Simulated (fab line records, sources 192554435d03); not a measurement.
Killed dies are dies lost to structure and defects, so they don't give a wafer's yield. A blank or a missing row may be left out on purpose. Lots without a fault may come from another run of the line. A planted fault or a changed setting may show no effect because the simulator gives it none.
A struck lot beside a sound one | flow n5_finfet | 42 steps out of a route of 1938
Sound: wafers L621.1, L621.2, L621.3. Struck: wafer L629.5. (L629.3, L629.4 of the same lot were not struck and are left out.) The cause comes at the end.
At each step with rows: each side's tool, then ch and its chambers, then its first start. Under that, the readings that differ: sound wafers | struck wafers | difference of the means | sigmas: that difference in standard deviations of wafers without a fault.
alike: readings whose means differ by less than 2 such deviations, and words and numbers that are the same on both sides. not compared: withheld readings, readings that some wafer has no value for, bounds like >300 that may hide the same value, and numbers for which the record gives no deviation and whose values overlap.
The two part at a step that has a row with sigmas, a row that says differs or no value, or rows on one side only. Numbers that don't overlap but have no deviation are shown without sigmas and don't part them. A reading that every wafer of one side lacks parts them only if that side has two wafers or more.

N5_BEOL_M4_STRIP_36: strips in N2/H2.
  sound on rie_diel-03 ch 0,1,3, day 9 23:52; struck on rie_diel-05 ch 2, day 13 02:43
  alike: drypump_motor_current_A, oes_product_au, rf_vpp_V, showerhead_plenum_p_Torr, throttle_valve_pct
  not compared: rf_hours_counter_h
then, 3 steps without rows for these wafers: N5_BEOL_M4_TRENCH_ETCH_37 (etches SiOC in C4F6/O2, target depth 55.555 nm, time 29.2 s); N5_BEOL_M4_ETCH_41 (etches SiCN in CH3F/O2, target depth 29.9 nm, time 52.5 s); N5_BEOL_M4_STRIP_97 (strips in N2/H2, time 10 s).
N5_BEOL_M4_OCD_MEAS_38:
  sound on ocd-01, day 10 00:04; struck on ocd-02, day 13 02:55
  alike: trench_depth_nm
then, 4 steps without rows for these wafers: N5_BEOL_M4_HM_STRIP_39 (strips TiN in peroxide tin strip, target depth 25 nm, time 158 s); N5_BEOL_M4_SRD_40 (time 30 s); N5_BEOL_M4_PRECLEAN_42 (cleans in residue remover, time 60 s); N5_BEOL_M4_SRD_43 (time 30 s).
N5_BEOL_M4_CD_MEAS_35: target cd 18 nm, target cd y 22.4 nm.
  sound on cd_sem-02, day 10 00:13; struck on cd_sem-01, day 13 03:04
  alike: cd_nm
then, 2 steps without rows for these wafers: N5_BEOL_M4_DEGAS_44 (time 60 s); N5_BEOL_M4_PRE_CLEAN_45 (time 30 s).
N5_BEOL_M4_ALD_84: deposits TaN, pulse time 2 s, purge time 3 s, co reactant purge time 2 s.
  sound on ald_metal-04 ch 0,1,2, day 10 00:38; struck on ald_metal-04 ch 1, day 13 03:16
  alike: heater_power_w
then, 4 steps without rows for these wafers: N5_BEOL_M4_SURFACE_TREAT_85; N5_BEOL_M4_CVD_47 (deposits Co from CCTBA/H2, target thk 3 nm, time 223.8 s); N5_BEOL_M4_SPUTTER_48 (material Cu, target thk 4.5 nm, time 8.29 s); N5_BEOL_M4_ANNEAL_49 (time 240 s).
N5_BEOL_M4_SPUTTER_79: material Cu, target thk 4.5 nm, time 8.29 s.
  sound on pvd_sputter-01, day 10 03:08; struck on pvd_sputter-03, day 13 04:15
  alike: throttle_valve_pct
N5_BEOL_M4_ANNEAL_80: time 240 s.
  sound on pvd_sputter-01, day 10 03:13; struck on pvd_sputter-03, day 13 04:20
  alike: heater_power_w
then, 7 steps without rows for these wafers: N5_BEOL_M4_SPUTTER_81 (material Cu, target thk 4.5 nm, time 8.29 s); N5_BEOL_M4_ANNEAL_82 (time 240 s); N5_BEOL_M4_SPUTTER_86 (material Cu, target thk 4.5 nm, time 8.29 s); N5_BEOL_M4_ANNEAL_87 (time 240 s); N5_BEOL_M4_SPUTTER_88 (material Cu, target thk 4.5 nm, time 8.29 s); N5_BEOL_M4_ANNEAL_89 (time 240 s); N5_BEOL_M4_SPUTTER_90 (material Cu, target thk 4.5 nm, time 8.29 s).
N5_BEOL_M4_ANNEAL_91: time 240 s.
  sound on pvd_sputter-01, day 10 04:05; struck on pvd_sputter-03, day 13 05:13
  alike: heater_power_w
then, 3 steps without rows for these wafers: N5_BEOL_M4_SPUTTER_92 (material Cu, target thk 4.5 nm, time 8.29 s); N5_BEOL_M4_ANNEAL_93 (time 240 s); N5_BEOL_M4_SPUTTER_94 (material Cu, target thk 4.5 nm, time 8.29 s).
N5_BEOL_M4_ANNEAL_95: time 240 s.
  sound on pvd_sputter-01, day 10 04:32; struck on pvd_sputter-03, day 13 05:39
  alike: heater_power_w
then, 4 steps without rows for these wafers: N5_BEOL_M4_SPUTTER_96 (material Cu, target thk 4.5 nm, time 8.29 s); N5_BEOL_M4_ECD_50 (material Cu, target thk 300 nm); N5_BEOL_M4_ANNEAL_51 (time 90 s); N5_BEOL_M4_CMP_52 (polishes, stops on SiOC, t overpolish 6.8 s, target thk 40 nm).
N5_BEOL_M4_THK_MEAS_53: measures by xrf.
  sound on film_metro-01, day 10 05:28; struck on film_metro-01, day 13 06:35
  alike: M4_THK
then, 4 steps without rows for these wafers: N5_BEOL_M4_PRE_CLEAN_60 (time 15 s); N5_BEOL_M4_CO_CAP_55 (material Co, precursor CCTBA/H2, target thk 2 nm, time 102.1 s); N5_BEOL_M4_PRE_CLEAN_56 (time 15 s); N5_BEOL_M4_DEP_57 (deposits SiCN from 3MS/NH3, target thk 8 nm, time 14 s).
N5_BEOL_M4_RS_MEAS_58: measures by four-point-probe.
  sound on film_metro-02, day 10 05:46; struck on film_metro-01, day 13 06:50
  alike: M4_RS
-- the record jumps here: 4 days lie between the struck wafers' starts before and after (it left off in module BEOL_M4 and takes up again in module PASSIVATION, whose first step shown is number 1936 of the route) --
N5_PASSIVATION_PROBE_49:
  sound on prober-02, day 14 12:49; struck on prober-01, day 17 18:39
  reading                  | sound          | struck | difference | sigmas
  defect_limited_yield (%) | 89.6 92.1 92.2 | 82.7   | -8.6       | -5
  killed_at_M4_up          | 9 13 5         | 135    | +126       | +20
  killed_dies              | 123 93 92      | 204    | +101       | +5
  killed_on_rim            | 17 11 8        | 27     | +15        | +4
  sort_bin_5_function (%)  | 5.2 4.2 4.2    | 10.1   | +5.6       | +5
  sort_n_pass              | 1057 1087 1076 | 976    | -97        | -5
  sort_yield_pct (%)       | 89.6 92.1 91.2 | 82.7   | -8.3       | -5
  alike: killed_at_M0_to_M3, killed_at_contacts, killed_at_front_end, killed_at_other, killed_open, killed_short, sort_bin_4_leakage, sort_bin_6_memory, sort_bin_8_speed

WHERE THEY PART
Only at N5_PASSIVATION_PROBE_49, within this record.

WHY: what the simulator had put in
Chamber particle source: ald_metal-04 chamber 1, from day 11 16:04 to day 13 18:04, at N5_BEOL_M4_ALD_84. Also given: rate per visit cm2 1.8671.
